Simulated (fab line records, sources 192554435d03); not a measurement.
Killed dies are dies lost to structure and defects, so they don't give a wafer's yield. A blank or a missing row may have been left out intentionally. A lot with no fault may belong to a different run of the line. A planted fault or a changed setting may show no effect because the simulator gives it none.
Split-lot experiment | flow n5_finfet | on a route of 1938 steps: 7 lots, 21 wafers read

## THE SPLIT ITSELF
At N5_BEOL_M3_COAT_67 (time 60 s, resist thk 60 nm), the setting spin_rpm was moved away from the recipe's 1500 rpm on 9 of the 21 wafers read, by -10.9% to +5.7%. All remaining wafers had this setting at the recipe value.

Reading taken at the split's own step.

## THE READING
SOC_of_BEOL_M3_COAT_67.thk_nm (the simulator's own value, which no gauge read), in nm, at N5_BEOL_M3_COAT_67 (time 60 s, resist thk 60 nm). The file does not state a usual value for it. Across the 12 wafers here that went through the recipe, the average is 60.1 nm and the standard deviation 0.094 nm.

wafer  | tool, chamber at the split | spin_rpm as run, rpm | against the recipe | SOC_of_BEOL_M3_COAT_67.thk_nm, nm | against lot-mates on the recipe
L085.1 | litho_track-05, 0          | 1500                 | recipe             | 60.2                              | -
L085.2 | litho_track-05, 0          | 1500                 | recipe             | 60.2                              | -
L085.3 | litho_track-05, 0          | 1500                 | recipe             | 60.2                              | -
L084.3 | litho_track-05, 0          | 1500                 | recipe             | 60.2                              | -
L084.5 | litho_track-05, 0          | 1500                 | recipe             | 60.2                              | -
L084.4 | litho_track-05, 0          | 1586                 | +5.7%              | 58.2                              | -2.0
L086.3 | litho_track-05, 0          | 1500                 | recipe             | 60.2                              | -
L086.5 | litho_track-05, 0          | 1500                 | recipe             | 60.2                              | -
L086.4 | litho_track-05, 0          | 1500                 | recipe             | 60                                | -
L089.1 | litho_track-04, 0          | 1500                 | recipe             | 60                                | -
L089.5 | litho_track-04, 0          | 1337                 | -10.9%             | 63.4                              | +3.4
L089.6 | litho_track-04, 0          | 1337                 | -10.9%             | 63.6                              | +3.6
L090.2 | litho_track-05, 0          | 1405                 | -6.3%              | 62                                | +2.0
L090.5 | litho_track-05, 0          | 1405                 | -6.3%              | 62                                | +2.0
L090.4 | litho_track-05, 0          | 1500                 | recipe             | 60                                | -
L096.1 | litho_track-01, 0          | 1576                 | +5.1%              | 58.8                              | -1.4
L096.2 | litho_track-01, 0          | 1500                 | recipe             | 60.2                              | -
L096.6 | litho_track-01, 0          | 1576                 | +5.1%              | 58.6                              | -1.6
L097.2 | litho_track-04, 0          | 1500                 | recipe             | 60                                | -
L097.4 | litho_track-04, 0          | 1376                 | -8.3%              | 62.8                              | +2.8
L097.5 | litho_track-04, 0          | 1376                 | -8.3%              | 62.8                              | +2.8

THE FIT
A straight line over all 21 wafers: SOC_of_BEOL_M3_COAT_67.thk_nm changes by -0.309 nm for each +1% of spin_rpm; r = -1.00; the points scatter about the line by 0.11 nm.
The same after taking each lot's own level away (the mean of its wafers on the recipe; 21 wafers): -0.324 nm for each +1%; r = -1.00; scatter 0.092 nm.
On that fit, the largest move of spin_rpm shifts the reading by 3.5 nm.
From 60.00 to 60.20 nm: that is the span of the lots' own levels, equal to 2.1 times the standard deviation above.
The two slopes agree, so the slope changes little with the lot-to-lot level.
Check: +3.57 nm against its lot-mates is what the line predicts for one of the wafers moved furthest among these (-10.9%) when that wafer is left out of the fit. It came out at +3.4 nm against them.

## ADDITIONAL SPLITS CARRIED BY THESE WAFERS
Note: prior to the reading, these wafers also went through further splits. Each is held against what the fit with the lots' levels taken away leaves over:
other split on the same wafers       | wafers away from the commonest value | r with SOC_of_BEOL_M3_COAT_67.thk_nm (lot level and that fit taken away)
N5_BEOL_M0_SAQP_COAT_81 temp_c       | 8                                    | -0.32
N5_BEOL_M0_SAQP_CUT_ETCH_46 source_w | 10                                   | +0.48
N5_BEOL_M0_CUTY_EXPOSE_54 dose_mj    | 7                                    | +0.11
N5_BEOL_M1_EXPOSE_25 dose_mj         | 10                                   | -0.19
N5_BEOL_M1_ETCH_77 source_w          | 5                                    | -0.33
N5_BEOL_M2_ILD_DEP_00 time_s         | 7                                    | -0.17

## THE FILE'S OWN FIT
SOC_of_BEOL_M3_COAT_67.thk_nm changes by -0.326 nm for each +1% of spin_rpm, r = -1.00.
